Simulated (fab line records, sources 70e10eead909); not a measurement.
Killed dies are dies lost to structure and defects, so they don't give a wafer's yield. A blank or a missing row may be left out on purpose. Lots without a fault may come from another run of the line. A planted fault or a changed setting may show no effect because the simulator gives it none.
fab line records | flow nand_harc
record lots=5 wafers=15 last_day=25
route steps=1159 shown A_WL_FILL@820 A_CONTACT@840
lots that met no fault: from a run of the same line without faults
start_h: hours from the record's first day to the start of the lot's first wafer shown | wait_h: hours since the lot's step before | " the same as in the row above | L1.1+2: a row that stands for several wafers | - no value, or no start given | * or withheld: withheld | < > ~ a bound
route shown NAME@n: a module of which the file shows steps, and the number in the route of the first | usual: mean/standard deviation of fault-free wafers | same: alike in all rows | chamber/n: place in a boat | sites: the reading at each site | _std_site: their standard deviation | _edge_site: outer sites' mean less inner sites' | radius_mm: how far each site lies from the wafer's centre | mask NAME#n: copy n | behind: the tool/chamber that last shaped the wafer | hold: why the lot was held/for how many hours/how that ended | device: the transistor (n, p or np) that didn't switch | end of line: the same wafers' tests at the end of the route | a step without rows: its recipe alone | killed: dies lost to structure and defects at the first sort, not the wafer's yield | map: a wafer's dies, x killed, . not, _ none there
set.NAME: the setting as run; set.NAME@STEP: as run at that earlier step | model.NAME: the simulator's own value behind a step, which no gauge read
lots at some steps of the route; a table a step, a row a wafer
services: from which hour (start_h, from the record's first day; less than 0 if before it) a tool's chamber was out of use, for how many hours, and why
## steps
# step NHARC_A_WL_FILL_ANNEAL_08
# recipe temp_c=450 time_s=1800
# usual spike_tc_bottom_C=477/4.1 spike_tc_top_C=476.2/1.5
# columns lot.wafer tool chamber start_h wait_h spike_tc_bottom_C spike_tc_top_C
L079.2 furnace-07 0 358.60 - 480 474.4
L079.3 " 0 " " 481 475.9
L079.6 " 0 " " 480 474.1
L078.2 furnace-07 0 364.19 - 480 477.8
L078.5 " 0 " " 481 476.3
L078.6 " 0 " " 478 476.2
L080.1 furnace-07 0 372.80 - 478 477.5
L080.3 " 0 " " 479 474.3
L080.4 " 0 " " 481 476.5
L091.1 furnace-07 0 437.62 - 482 475.4
L091.2 " 0 " " 480 475.0
L091.6 " 0 " " 480 476.9
L096.1 furnace-08 0 493.63 - 474 479.2
L096.3 " 0 " " 474 478.8
L096.6 " 0 " " 474 478.9
# step NHARC_A_WL_FILL_ALD_10
# recipe target_thk_a=500 pulse_time_s=10 ald_cycles=500 temp_c=300 material=SiO2
# usual heater_power_w=464/62 precursor_pulse_height_rel=1.001/0.02
# columns lot.wafer tool chamber start_h wait_h heater_power_w precursor_pulse_height_rel
L079.2 ald_hk-04 1 360.12 0.1 428 1.020
L079.3 " 2 361.16 1.1 472 1.025
L079.6 " 1 364.28 4.2 435 0.974
L078.2 ald_hk-01 1 365.69 0.1 545 0.982
L078.6 " 1 367.72 2.1 562 0.989
L078.5 " 2 " " 404 1.021
L080.4 ald_hk-02 0 374.31 0.0 517 1.006
L080.1 " 1 " " 499 0.990
L080.3 " 2 " " 447 0.983
L091.2 ald_hk-01 0 440.14 1.1 333 1.008
L091.1 " 1 " " 554 1.002
L091.6 " 2 " " 383 0.993
L096.1 ald_hk-04 1 495.15 0.1 434 1.007
L096.3 " 0 498.22 3.1 466 0.994
L096.6 " 2 500.26 5.2 464 0.978
# step NHARC_A_WL_FILL_ETCHBACK_16
# recipe target_depth_a=880 time_s=17.6 c4f8_flow_sccm=withheld o2_flow_sccm=8 ar_flow_sccm=withheld rf_w=600 bias_w=800 chemistry=C4F8/O2/Ar
# usual chamber_pressure_mTorr=25.003/0.023 oes_product_au=0.97/0.034 rf_vpp_V=724/4.2
# columns lot.wafer tool chamber start_h wait_h chamber_pressure_mTorr oes_product_au rf_hours_counter_h rf_vpp_V
L079.2 rie_diel-02 3 - - 25.008 0.97 2.1 727
L079.3 " 0 " " 24.987 0.98 2.3 726
L079.6 " 1 " " 24.997 0.96 - 716
L078.2 rie_diel-09 3 - - 25.012 1.02 4.0 722
L078.5 " 1 " " 25.001 0.99 - 721
L078.6 " 2 " " 25.015 1.01 - 721
L080.1 rie_diel-10 2 - - 25.035 0.97 0.3 717
L080.3 " 3 " " 25.012 1.01 0.3 723
L080.4 " 3 " " 24.984 1.00 - 723
L091.1 rie_diel-09 3 - - 24.996 1.01 0.1 721
L091.2 " 0 " " 25.015 1.00 0.1 728
L091.6 " 2 " " 25.017 1.01 - 720
L096.1 rie_diel-10 1 - - 24.994 0.92 2.7 732
L096.3 " 2 " " 24.986 0.92 2.9 719
L096.6 " 1 " " 25.001 0.93 - 731
# step NHARC_A_WL_FILL_STRIP_29
# recipe time_s=20 o2_flow_sccm=500 ar_flow_sccm=0 bias_w=0 chemistry=O2
# usual chamber_pressure_mTorr=60.00/0.051 drypump_motor_current_A=6.0/0.32 o2_flow_sccm=500.1/1.5 oes_product_au=0.998/0.012 rf_vpp_V=57.7/0.89 showerhead_plenum_p_Torr=3.54/0.14 throttle_valve_pct=17.035/0.009
# columns lot.wafer tool chamber start_h wait_h chamber_pressure_mTorr drypump_motor_current_A o2_flow_sccm oes_product_au rf_hours_counter_h rf_vpp_V showerhead_plenum_p_Torr throttle_valve_pct
L079.2 rie_diel-02 1 368.01 0.1 59.96 6.3 498.1 0.995 1.9 56.7 3.29 17.049
L079.3 " 3 " " 60.06 5.8 499.1 1.000 2.1 57.3 3.71 17.026
L079.6 " 0 " " 60.16 5.7 501.2 1.008 - 58.6 3.60 17.044
L078.2 rie_diel-09 2 370.40 0.1 60.00 5.5 500.4 1.010 5.1 58.1 3.42 17.046
L078.6 " 3 " " 59.93 6.3 500.0 1.010 - 57.4 3.50 17.035
L078.5 " 0 " " 60.06 6.3 498.3 0.998 - 57.9 3.70 17.037
L080.4 rie_diel-10 2 379.08 0.0 60.01 6.0 498.8 0.976 0.3 58.9 3.36 17.039
L080.3 " 3 " " 59.93 6.2 499.6 1.010 0.3 56.7 3.53 17.036
L080.1 " 0 " " 59.94 6.1 500.6 0.999 0.2 56.8 3.55 17.035
L091.1 rie_diel-09 1 443.82 0.1 60.01 5.5 502.7 0.977 0.1 55.9 3.46 17.040
L091.2 " 2 " " 60.03 5.5 499.7 1.005 0.1 57.2 3.42 17.037
L091.6 " 3 " " 59.94 6.3 500.2 1.006 - 57.3 3.50 17.035
L096.3 rie_diel-10 1 502.95 0.1 59.96 5.7 496.7 0.990 2.7 58.6 3.79 17.046
L096.1 " 2 " " 59.96 6.0 498.7 0.985 3.0 57.4 3.36 17.017
L096.6 " 3 " " 59.91 6.2 500.3 1.009 - 58.1 3.53 17.021
# step NHARC_A_WL_FILL_ETCHBACK_17
# recipe target_depth_a=40 time_s=26.7 chemistry=Cl2/BCl3
# usual chamber_pressure_mTorr=10.000/0.0097 drypump_motor_current_A=6.1/0.32 oes_product_au=1.000/0.0087
# columns lot.wafer tool chamber start_h wait_h chamber_pressure_mTorr drypump_motor_current_A oes_product_au rf_hours_counter_h
L079.2 rie_metal-02 0 368.11 - 9.984 5.8 0.998 4.1
L079.3 " 1 " " 9.997 6.4 0.996 -
L079.6 " 1 " " 9.993 6.4 0.999 -
L078.2 rie_metal-03 0 370.47 - 10.000 5.8 1.015 2.7
L078.5 " 0 " " 9.997 5.8 1.013 -
L078.6 " 1 " " 10.018 6.0 1.012 -
L080.1 rie_metal-02 1 379.19 - 10.006 6.4 1.003 4.2
L080.3 " 0 " " 9.987 5.8 1.007 -
L080.4 " 1 " " 10.009 6.4 1.003 -
L091.2 rie_metal-03 1 443.91 - 10.014 6.0 0.996 4.9
L091.1 " 0 " " 9.992 5.8 1.004 5.0
L091.6 " 1 " " 10.006 5.9 1.000 -
L096.1 rie_metal-01 0 503.03 - 10.001 6.6 0.999 5.7
L096.3 " 0 " " 9.983 6.6 1.004 -
L096.6 " 0 " " 10.003 6.6 1.004 -
# step NHARC_A_WL_FILL_PRECLEAN_18
# recipe time_s=30 chemistry=dHF
# columns lot.wafer tool chamber start_h wait_h
L079.2+6+3 wet_bench-06 6,0,1 368.28 0.1
L078.5+6+2 wet_bench-06 2,3,7 370.66 0.1
L080.1+4+3 wet_bench-06 0,3,4 379.35 0.1
L091.2+6+1 wet_bench-04 4,7,0 444.10 0.2
L096.6+3+1 wet_bench-06 1,2,3 503.21 0.1
# step NHARC_A_WL_FILL_SRD_21
# columns lot.wafer tool chamber start_h wait_h
L079.2+6+3 wet_bench-06 6,0,1 368.30 0.0
L078.5+6+2 wet_bench-06 2,3,7 370.69 0.0
L080.1+4+3 wet_bench-06 0,3,4 379.38 0.0
L091.2+6+1 wet_bench-04 4,7,0 444.12 0.0
L096.6+3+1 wet_bench-06 1,2,3 503.24 0.0
# step NHARC_A_WL_FILL_CVD_23
# recipe target_thk_a=400 temp_c=620 pressure_mtorr=200 time_s=800 material=poly-Si
# usual spike_tc_bottom_C=639.4/1.6 spike_tc_top_C=638.0/1.7
# columns lot.wafer tool chamber start_h wait_h spike_tc_bottom_C spike_tc_top_C
L079.2 lpcvd_poly-03 0 370.73 2.4 641.1 641.2
L079.3 " 0 " " 641.9 638.3
L079.6 " 0 " " 641.3 639.9
L078.2 lpcvd_poly-04 0 373.29 2.6 640.3 636.2
L078.5 " 0 " " 638.8 636.7
L078.6 " 0 " " 639.7 635.6
L080.1 lpcvd_poly-01 0 381.63 2.3 639.7 640.0
L080.3 " 0 " " 638.9 638.8
L080.4 " 0 " " 637.3 641.0
L091.1 lpcvd_poly-03 0 446.55 2.4 642.0 640.2
L091.2 " 0 " " 643.1 640.1
L091.6 " 0 " " 643.1 641.3
L096.1 lpcvd_poly-04 0 505.84 2.6 639.3 637.9
L096.3 " 0 " " 638.4 636.4
L096.6 " 0 " " 637.0 637.1
# step NHARC_A_WL_FILL_ETCHBACK_26
# recipe target_depth_a=520 time_s=13.3 hbr_flow_sccm=150 rf_w=350 icp_w=350 bias_w=60 chemistry=HBr
# usual chamber_pressure_mTorr=15.000/0.014 drypump_motor_current_A=5.9/0.56 oes_product_au=1.000/0.01 throttle_valve_pct=23.265/0.0098
# columns lot.wafer tool chamber start_h wait_h chamber_pressure_mTorr drypump_motor_current_A oes_product_au rf_hours_counter_h throttle_valve_pct
L079.2 rie_si-04 3 373.31 0.4 14.978 5.5 1.013 0.6 23.287
L079.3 " 1 " " 14.978 4.9 1.012 0.6 23.245
L079.6 " 0 " " 14.982 6.2 0.986 - 23.272
L078.2 rie_si-01 0 375.90 0.4 14.997 6.7 0.986 0.5 23.258
L078.6 " 3 " " 15.020 6.4 1.001 - 23.255
L078.5 " 0 " " 15.011 6.7 0.992 - 23.256
L080.4 rie_si-01 2 384.21 0.4 15.011 5.6 1.006 0.3 23.271
L080.3 " 3 " " 14.996 6.3 0.991 0.5 23.273
L080.1 " 1 " " 14.997 6.4 1.008 0.5 23.284
L091.2 rie_si-01 2 449.15 0.4 14.983 5.5 1.003 0.7 23.262
L091.1 " 3 " " 15.017 6.4 0.991 0.9 23.266
L091.6 " 2 " " 15.002 5.5 1.012 - 23.268
L096.1 rie_si-04 1 508.43 0.4 14.990 4.9 0.983 0.4 23.263
L096.3 " 0 " " 14.981 6.1 1.004 0.4 23.268
L096.6 " 2 " " 14.998 5.7 1.006 - 23.277
# step NHARC_A_WL_FILL_PRECLEAN_30
# recipe time_s=10 chemistry=dHF
# columns lot.wafer tool chamber start_h wait_h
L079.3+6+2 wet_bench-04 7,1,2 373.46 0.1
L078.2+5+6 wet_bench-03 6,7,0 376.03 0.1
L080.3+4+1 wet_bench-06 7,0,1 384.36 0.1
L091.6+2+1 wet_bench-06 2,3,5 449.29 0.1
L096.3+1+6 wet_bench-03 7,0,2 508.58 0.1
# step NHARC_A_WL_FILL_SRD_14
# columns lot.wafer tool chamber start_h wait_h
L079.3+6+2 wet_bench-04 7,1,2 373.48 0.0
L078.2+5+6 wet_bench-03 6,7,0 376.05 0.0
L080.3+4+1 wet_bench-06 7,0,1 384.38 0.0
L091.6+2+1 wet_bench-06 2,3,5 449.31 0.0
L096.3+1+6 wet_bench-03 7,0,2 508.60 0.0
# step NHARC_A_WL_FILL_ALD_19
# recipe target_thk_a=20 pulse_time_s=3 ald_cycles=100 temp_c=450 material=TiN
# usual heater_power_w=1065/120 precursor_pulse_height_rel=1.001/0.019
# columns lot.wafer tool chamber start_h wait_h heater_power_w precursor_pulse_height_rel
L079.3 ald_metal-03 0 373.58 0.1 956 1.005
L079.2 " 1 " " 988 0.971
L079.6 " 1 " " 1030 1.015
L078.2 ald_metal-01 0 376.16 0.1 1100 1.024
L078.5 " 0 " " 1092 0.998
L078.6 " 1 " " 998 1.027
L080.1 ald_metal-02 1 384.50 0.1 1288 1.009
L080.4 " 2 " " 1222 1.004
L080.3 " 3 " " 1258 1.020
L091.1 ald_metal-03 3 449.46 0.1 1034 0.973
L091.2 " 0 " " 984 1.024
L091.6 " 1 " " 1017 0.951
L096.1 ald_metal-02 3 508.70 0.1 1265 1.007
L096.3 " 0 " " 1031 1.030
L096.6 " 0 " " 1029 1.011
# step NHARC_A_WL_FILL_CVD_20
# recipe target_thk_a=750 temp_c=300 pressure_torr=40 wf6_flow_sccm=40 h2_flow_sccm=1600 ar_flow_sccm=1560 time_s=5064 material=W
# usual heater_power_w=481/49 mfc_wf6_sccm=40.00/0.12 throttle_valve_pct=8.0/0.36
# columns lot.wafer tool chamber start_h wait_h heater_power_w mfc_wf6_sccm throttle_valve_pct
L079.2 cvd_w-01 0 - - 424 39.89 7.6
L079.3 " 0 " " 434 39.70 7.6
L079.6 " 0 " " 425 39.86 7.8
L078.2 cvd_w-01 1 - - 531 39.73 8.2
L078.5 " 0 " " 423 40.27 7.6
L078.6 " 1 " " 529 39.88 8.2
L080.1 cvd_w-01 1 - - 535 39.91 8.2
L080.3 " 0 " " 414 39.86 7.8
L080.4 " 1 " " 518 40.02 8.2
L091.2 cvd_w-01 1 - - 533 39.91 8.4
L091.1 " 0 " " 415 39.91 7.9
L091.6 " 1 " " 529 40.07 8.5
L096.1 cvd_w-02 0 - - 552 40.14 7.7
L096.3 " 1 " " 457 39.99 8.5
L096.6 " 0 " " 539 40.16 7.5
# step NHARC_A_WL_FILL_CMP_12
# recipe t_overpolish_s=30 target_thk_nm=75
# usual motor_current_A=11.9/1.2 overpolish_run_s=29.999/0.0089 retaining_ring_pressure_frac=1.000/0.0053 time_to_endpoint_s=14.5/2.2
# same t_overpolish_s=30
# columns lot.wafer tool chamber start_h wait_h motor_current_A overpolish_run_s retaining_ring_pressure_frac time_to_endpoint_s
L079.3 cmp-01 1 380.64 2.2 8.9 30.014 1.003 18.4
L079.2 " 3 " " 12.6 29.998 0.994 14.6
L079.6 " 1 " " 9.7 30.014 1.003 16.6
L078.2 cmp-01 1 385.49 3.6 9.9 30.007 1.007 11.6
L078.5 " 3 " " 12.1 29.998 1.000 12.6
L078.6 " 0 " " 11.4 29.998 0.989 13.0
L080.1 cmp-04 0 390.71 3.6 13.9 30.004 0.996 16.2
L080.4 " 1 " " 10.6 29.986 0.990 16.7
L080.3 " 2 " " 12.3 30.003 1.005 12.9
L091.1 cmp-01 3 454.59 3.6 12.3 29.995 0.996 11.0
L091.2 " 0 " " 11.2 30.002 1.001 11.7
L091.6 " 3 " " 12.2 30.001 1.000 12.8
L096.3 cmp-04 3 514.71 2.9 10.7 29.996 1.002 17.3
L096.1 " 0 " " 13.8 30.001 0.995 10.9
L096.6 " 3 " " 10.6 29.995 0.997 17.0
# step NHARC_A_WL_FILL_SRD_31
# columns lot.wafer tool chamber start_h wait_h
L079.6+2+3 wet_bench-03 7,0,2 380.96 0.0
L078.2+6+5 wet_bench-04 6,0,1 385.77 0.0
L080.3+4+1 wet_bench-06 3,4,6 391.05 0.0
L091.1+2+6 wet_bench-03 1,3,4 454.89 0.0
L096.1+3+6 wet_bench-06 1,3,5 515.00 0.0
# step NHARC_A_WL_FILL_INSPECT_15
# usual raw_defect_count=367/120
# columns lot.wafer tool chamber start_h wait_h raw_defect_count
L079.2 defect_inspect-02 - 381.11 0.0 569
L079.3 " - " " 281
L079.6 " - " " 359
L078.2 defect_inspect-01 - 385.91 0.0 259
L078.5 " - " " 360
L078.6 " - " " 311
L080.1 defect_inspect-02 - 391.21 0.0 386
L080.3 " - " " 299
L080.4 " - " " 226
L091.1 defect_inspect-02 - 455.05 0.0 370
L091.2 " - " " 629
L091.6 " - " " 289
L096.1 defect_inspect-02 - 515.17 0.0 258
L096.3 " - " " 350
L096.6 " - " " 225
# step NHARC_A_CONTACT_DEP_24
# recipe target_thk_a=5000 temp_c=400 pressure_torr=6.5 rf_w=900 teos_flow_sccm=161.4 flow_sccm=2650 target_thk_nm=500 gas=O2 material=SiO2
# usual flow_sccm=2650/7.6 heater_power_w=562/86 throttle_valve_pct=16.2/0.49
# columns lot.wafer tool chamber start_h wait_h flow_sccm heater_power_w throttle_valve_pct
L079.3 pecvd-01 0 381.30 0.2 2647 683 15.8
L079.2 " 1 " " 2649 732 16.5
L079.6 " 1 " " 2653 777 16.0
L078.2 pecvd-03 0 386.42 0.5 2651 535 15.8
L078.5 " 1 " " 2656 524 16.2
L078.6 " 0 " " 2652 555 15.7
L080.3 pecvd-01 2 391.45 0.2 2637 530 16.0
L080.1 " 0 " " 2642 595 16.0
L080.4 " 1 " " 2650 763 16.4
L091.2 pecvd-04 1 455.13 0.1 2643 457 16.8
L091.1 " 0 " " 2662 557 16.6
L091.6 " 2 " " 2650 499 15.5
L096.1 pecvd-04 2 515.23 0.1 2662 549 15.5
L096.3 " 1 " " 2666 489 17.0
L096.6 " 0 " " 2644 497 16.6
# step NHARC_A_CONTACT_DEP_28
# recipe target_thk_a=36000 temp_c=400 material=aC
# usual throttle_valve_pct=35.001/0.01
# columns lot.wafer tool chamber start_h wait_h throttle_valve_pct
L079.2 acl_dep-02 0 382.30 0.4 34.987
L079.3 " 0 " " 35.005
L079.6 " 0 383.77 1.9 34.993
L078.2 acl_dep-02 0 387.27 0.4 35.028
L078.5 " 0 388.37 1.5 35.003
L078.6 " 0 " " 35.004
L080.1 acl_dep-01 0 392.05 0.1 35.002
L080.3 " 0 " " 34.989
L080.4 " 0 " " 34.985
L091.1 acl_dep-02 0 455.73 0.1 34.997
L091.2 " 0 " " 35.007
L091.6 " 0 457.55 1.9 34.999
L096.1 acl_dep-01 0 518.47 2.7 35.005
L096.3 " 0 " " 35.000
L096.6 " 0 520.31 4.5 34.987
# step NHARC_A_CONTACT_DEP_29
# recipe target_thk_a=700 target_thk_nm=70 temp_c=400 pressure_torr=3.5 flow_sccm=200 rf_w=350 material=SiON
# usual heater_power_w=782/75
# columns lot.wafer tool chamber start_h wait_h heater_power_w
L079.3 pecvd-03 2 384.19 1.2 743
L079.2 " 0 " " 636
L079.6 " 0 " " 653
L078.2 pecvd-03 1 389.19 1.6 829
L078.6 " 0 " " 691
L078.5 " 1 " " 805
L080.1 pecvd-01 0 394.26 1.8 877
L080.3 " 2 " " 747
L080.4 " 2 " " 748
L091.2 pecvd-03 0 457.97 1.5 684
L091.1 " 1 " " 850
L091.6 " 1 " " 846
L096.3 pecvd-03 1 520.69 1.1 802
L096.1 " 0 " " 747
L096.6 " 1 " " 820
# step NHARC_A_CONTACT_DEHYDRATE_32
# recipe temp_c=150 time_s=120
# usual plate_temp_C=150.02/0.14
# columns lot.wafer tool chamber start_h wait_h plate_temp_C
L079.2 litho_track-06 0 384.43 0.2 150.16
L079.3 " 0 " " 150.08
L079.6 " 0 " " 150.10
L078.2 litho_track-06 0 389.41 0.2 150.01
L078.5 " 0 " " 149.99
L078.6 " 0 " " 150.19
L080.1 litho_track-01 0 394.53 0.2 150.14
L080.3 " 0 " " 150.02
L080.4 " 0 " " 149.89
L091.1 litho_track-01 0 458.21 0.2 150.22
L091.2 " 0 " " 150.17
L091.6 " 0 " " 150.13
L096.1 litho_track-04 0 520.99 0.2 150.02
L096.3 " 0 " " 150.03
L096.6 " 0 " " 150.17
# step NHARC_A_CONTACT_HMDS_33
# recipe time_s=30
# columns lot.wafer tool chamber start_h wait_h
L079.2+3+6 litho_track-06 0 - -
L078.2+5+6 litho_track-06 0 - -
L080.1+3+4 litho_track-01 0 - -
L091.1+2+6 litho_track-01 0 - -
L096.1+3+6 litho_track-04 0 - -
# step NHARC_A_CONTACT_COAT_34
# recipe temp_c=260 time_s=75
# usual plate_temp_C=260.00/0.18
# columns lot.wafer tool chamber start_h wait_h plate_temp_C
L079.2 litho_track-06 0 - - 260.11
L079.3 " 0 " " 259.98
L079.6 " 0 " " 260.28
L078.2 litho_track-06 0 - - 259.83
L078.5 " 0 " " 260.09
L078.6 " 0 " " 259.92
L080.1 litho_track-01 0 - - 260.09
L080.3 " 0 " " 260.21
L080.4 " 0 " " 260.24
L091.1 litho_track-01 0 - - 260.01
L091.2 " 0 " " 259.95
L091.6 " 0 " " 260.03
L096.1 litho_track-04 0 - - 260.26
L096.3 " 0 " " 260.04
L096.6 " 0 " " 259.98
# step NHARC_A_CONTACT_COAT_35
# recipe temp_c=225 time_s=65
# usual plate_temp_C=225.03/0.16
# columns lot.wafer tool chamber start_h wait_h plate_temp_C
L079.2 litho_track-06 0 - - 224.72
L079.3 " 0 " " 225.01
L079.6 " 0 " " 224.96
L078.2 litho_track-06 0 - - 225.01
L078.5 " 0 " " 224.90
L078.6 " 0 " " 224.77
L080.1 litho_track-01 0 - - 225.06
L080.3 " 0 " " 225.18
L080.4 " 0 " " 224.99
L091.1 litho_track-01 0 - - 224.85
L091.2 " 0 " " 224.67
L091.6 " 0 " " 224.96
L096.1 litho_track-04 0 - - 225.03
L096.3 " 0 " " 225.14
L096.6 " 0 " " 225.13
# step NHARC_A_CONTACT_COAT_36
# recipe spin_rpm=1500 resist_thk_nm=90
# columns lot.wafer tool chamber start_h wait_h
L079.2+3+6 litho_track-06 0 - -
L078.2+5+6 litho_track-06 0 - -
L080.1+3+4 litho_track-01 0 - -
L091.1+2+6 litho_track-01 0 - -
L096.1+3+6 litho_track-04 0 - -
# step NHARC_A_CONTACT_SOFTBAKE_37
# recipe temp_c=105 time_s=55
# usual plate_temp_C=104.99/0.13
# columns lot.wafer tool chamber start_h wait_h plate_temp_C
L079.2 litho_track-06 0 - - 105.04
L079.3 " 0 " " 105.20
L079.6 " 0 " " 105.01
L078.2 litho_track-06 0 - - 104.88
L078.5 " 0 " " 105.12
L078.6 " 0 " " 104.94
L080.1 litho_track-01 0 - - 104.74
L080.3 " 0 " " 105.00
L080.4 " 0 " " 104.88
L091.1 litho_track-01 0 - - 105.00
L091.2 " 0 " " 104.77
L091.6 " 0 " " 105.00
L096.1 litho_track-04 0 - - 104.98
L096.3 " 0 " " 104.90
L096.6 " 0 " " 105.11
# step NHARC_A_CONTACT_EBR_38
# columns lot.wafer tool chamber start_h wait_h
L079.2+3+6 litho_track-06 0 - -
L078.2+5+6 litho_track-06 0 - -
L080.1+3+4 litho_track-01 0 - -
L091.1+2+6 litho_track-01 0 - -
L096.1+3+6 litho_track-04 0 - -
# step NHARC_A_CONTACT_EXPOSE_39
# recipe na=1.35 sigma_outer=0.8 dose_mj=58.79 mask_id=A_CC_3
# usual reticle_temp_C=23.01/0.087
# columns lot.wafer tool chamber start_h wait_h mask reticle_temp_C
L079.2 arfi_scanner-01 0 384.75 - A_CC_3#0 22.92
L079.3 " 0 " " A_CC_3#0 23.01
L079.6 " 0 " " A_CC_3#0 23.04
L078.2 arfi_scanner-02 0 389.72 - A_CC_3#0 22.96
L078.5 " 0 " " A_CC_3#0 23.02
L078.6 " 0 " " A_CC_3#0 22.97
L080.1 arfi_scanner-01 0 394.84 - A_CC_3#0 22.99
L080.3 " 0 " " A_CC_3#0 23.08
L080.4 " 0 " " A_CC_3#0 23.03
L091.1 arfi_scanner-01 0 458.52 - A_CC_3#0 23.22
L091.2 " 0 " " A_CC_3#0 23.11
L091.6 " 0 " " A_CC_3#0 23.13
L096.1 arfi_scanner-03 0 521.31 - A_CC_3#0 23.07
L096.3 " 0 " " A_CC_3#0 23.17
L096.6 " 0 " " A_CC_3#0 23.13
# step NHARC_A_CONTACT_PEB_40
# recipe peb_temp_c=100 peb_time_s=65
# usual plate_temp_C=100.00/0.13
# columns lot.wafer tool chamber start_h wait_h plate_temp_C
L079.2 litho_track-06 0 384.80 0.1 99.99
L079.3 " 0 " " 100.05
L079.6 " 0 " " 99.91
L078.2 litho_track-04 0 389.78 0.1 100.03
L078.5 " 0 " " 100.18
L078.6 " 0 " " 100.15
L080.1 litho_track-04 0 394.90 0.1 100.06
L080.3 " 0 " " 100.04
L080.4 " 0 " " 99.74
L091.1 litho_track-01 0 458.58 0.1 99.94
L091.2 " 0 " " 99.97
L091.6 " 0 " " 100.08
L096.1 litho_track-06 0 521.37 0.1 99.95
L096.3 " 0 " " 99.84
L096.6 " 0 " " 99.74
# step NHARC_A_CONTACT_DEVELOP_41
# recipe develop_time_s=35 dev_temp_c=23
# columns lot.wafer tool chamber start_h wait_h
L079.2+3+6 litho_track-06 0 - -
L078.2+5+6 litho_track-04 0 - -
L080.1+3+4 litho_track-04 0 - -
L091.1+2+6 litho_track-01 0 - -
L096.1+3+6 litho_track-06 0 - -
# step NHARC_A_CONTACT_CD_MEAS_42
# recipe target_cd_nm=200 landing_energy_ev=500
# usual cd_nm=200.5/0.63
# columns lot.wafer tool chamber start_h wait_h cd_nm
L079.2 cd_sem-03 0 384.89 - 200.3
L079.3 " 0 " " 200.9
L079.6 " 0 " " 200.1
L078.2 cd_sem-02 0 389.86 - 200.5
L078.5 " 0 " " 199.7
L078.6 " 0 " " 200.3
L080.1 cd_sem-03 0 394.98 - 201.1
L080.3 " 0 " " 199.8
L080.4 " 0 " " 200.6
L091.1 cd_sem-01 0 458.66 - 200.8
L091.2 " 0 " " 201.0
L091.6 " 0 " " 201.7
L096.1 cd_sem-02 0 521.45 - 199.6
L096.3 " 0 " " 199.7
L096.6 " 0 " " 199.8
# step NHARC_A_CONTACT_OVL_MEAS_43
# usual overlay_x_nm=0.1/0.97 overlay_y_nm=0.0/0.89
# columns lot.wafer tool chamber start_h wait_h overlay_x_nm overlay_y_nm
L079.2 overlay-02 - 384.97 - -1.7 -0.2
L079.3 " - " " -1.8 0.0
L079.6 " - " " -1.1 -0.3
L078.2 overlay-01 - 389.96 - -0.5 -0.3
L078.5 " - " " -0.8 -0.3
L078.6 " - " " -0.5 0.2
L080.1 overlay-02 - 395.07 - -0.3 -0.6
L080.3 " - " " -0.4 -0.7
L080.4 " - " " -0.2 -1.2
L091.1 overlay-02 - 458.74 - 2.1 1.6
L091.2 " - " " 1.5 1.8
L091.6 " - " " 1.3 2.1
L096.1 overlay-01 - 521.54 - -0.6 -0.1
L096.3 " - " " -0.8 0.2
L096.6 " - " " -1.0 0.9
# step NHARC_A_CONTACT_INSPECT_44
# usual raw_defect_count=28/13
# columns lot.wafer tool chamber start_h wait_h raw_defect_count
L079.2 defect_inspect-01 - 385.01 0.0 24
L079.3 " - " " 17
L079.6 " - " " 18
L078.2 defect_inspect-02 - 390.00 0.0 20
L078.5 " - " " 17
L078.6 " - " " 16
L080.1 defect_inspect-01 - 395.11 0.0 24
L080.3 " - " " 22
L080.4 " - " " 27
L091.1 defect_inspect-01 - 458.78 0.0 32
L091.2 " - " " 44
L091.6 " - " " 24
L096.1 defect_inspect-01 - 521.58 0.0 32
L096.3 " - " " 43
L096.6 " - " " 24
# step NHARC_A_CONTACT_DESCUM_47
# recipe time_s=3 o2_flow_sccm=200 ar_flow_sccm=0 bias_power_w=0 chemistry=O2
# usual chamber_pressure_mTorr=60.01/0.059 drypump_motor_current_A=5.9/0.46 o2_flow_sccm=200.1/0.58 oes_product_au=1.001/0.011 rf_vpp_V=57.7/0.86 showerhead_plenum_p_Torr=1.89/0.092 throttle_valve_pct=11.312/0.0089
# same bias_power_w=0
# columns lot.wafer tool chamber start_h wait_h chamber_pressure_mTorr drypump_motor_current_A o2_flow_sccm oes_product_au rf_hours_counter_h rf_vpp_V showerhead_plenum_p_Torr throttle_valve_pct
L079.2 rie_diel-08 3 385.08 0.1 60.05 6.2 200.7 1.012 10 56.8 1.82 11.306
L079.3 " 0 " " 59.97 6.3 199.6 1.011 13 57.1 1.84 11.310
L079.6 " 1 " " 60.06 6.1 200.0 0.992 - 59.5 1.86 11.302
L078.2 rie_diel-08 0 390.06 0.1 60.01 6.3 199.8 0.998 14 57.0 1.84 11.305
L078.6 " 0 " " 59.99 6.3 200.1 1.007 - 58.9 1.84 11.307
L078.5 " 1 " " 60.00 6.1 199.8 0.976 - 57.6 1.86 11.310
L080.3 rie_diel-04 3 395.17 0.1 60.02 5.9 200.6 0.991 37 58.6 1.97 11.328
L080.4 " 0 " " 59.95 5.7 199.7 0.997 36 57.6 1.96 11.314
L080.1 " 1 " " 59.99 5.6 199.0 0.994 33 58.0 1.88 11.305
L091.1 rie_diel-08 2 458.84 0.1 59.99 4.9 199.5 1.004 27 57.5 2.02 11.315
L091.2 " 1 " " 60.04 6.1 200.5 0.978 30 56.3 1.86 11.312
L091.6 " 3 " " 59.96 6.2 200.7 1.008 - 58.3 1.82 11.314
L096.3 rie_diel-08 2 521.65 0.1 59.98 4.9 200.0 1.013 5 58.9 2.02 11.299
L096.1 " 0 " " 60.03 6.3 199.7 1.011 6 58.1 1.84 11.301
L096.6 " 1 " " 60.00 6.1 199.5 1.007 - 57.3 1.86 11.301
## services
# columns tool chamber start_h hours kind
rie_diel-08 3 337.79 26.4 repair
wet_bench-04 - 339.20 8.0 pm
rie_diel-09 0 342.52 5.1 repair
rie_diel-08 0 346.69 9.6 repair
rie_diel-10 - 353.50 9.0 pm
rie_diel-09 0 372.51 3.0 repair
rie_diel-10 0 372.66 6.3 repair
wet_bench-04 - 380.31 4.3 repair
rie_diel-08 2 384.74 5.2 repair
rie_diel-09 - 390.25 0.7 repair
rie_diel-10 - 392.80 0.1 repair
rie_diel-09 3 404.75 5.5 repair
rie_diel-09 - 431.10 9.0 pm
litho_track-01 - 443.00 7.0 pm
rie_diel-10 - 457.48 0.5 repair
litho_track-06 - 467.00 7.0 pm
rie_diel-09 1 472.46 2.5 repair
pecvd-03 - 473.31 13.0 pm
rie_diel-08 - 478.86 9.0 pm
cvd_w-01 - 480.72 13.0 pm
wet_bench-06 - 481.61 8.0 pm
litho_track-04 - 491.00 7.0 pm
wet_bench-03 - 498.40 8.0 pm
wet_bench-04 - 515.20 8.0 pm
## key
fault none
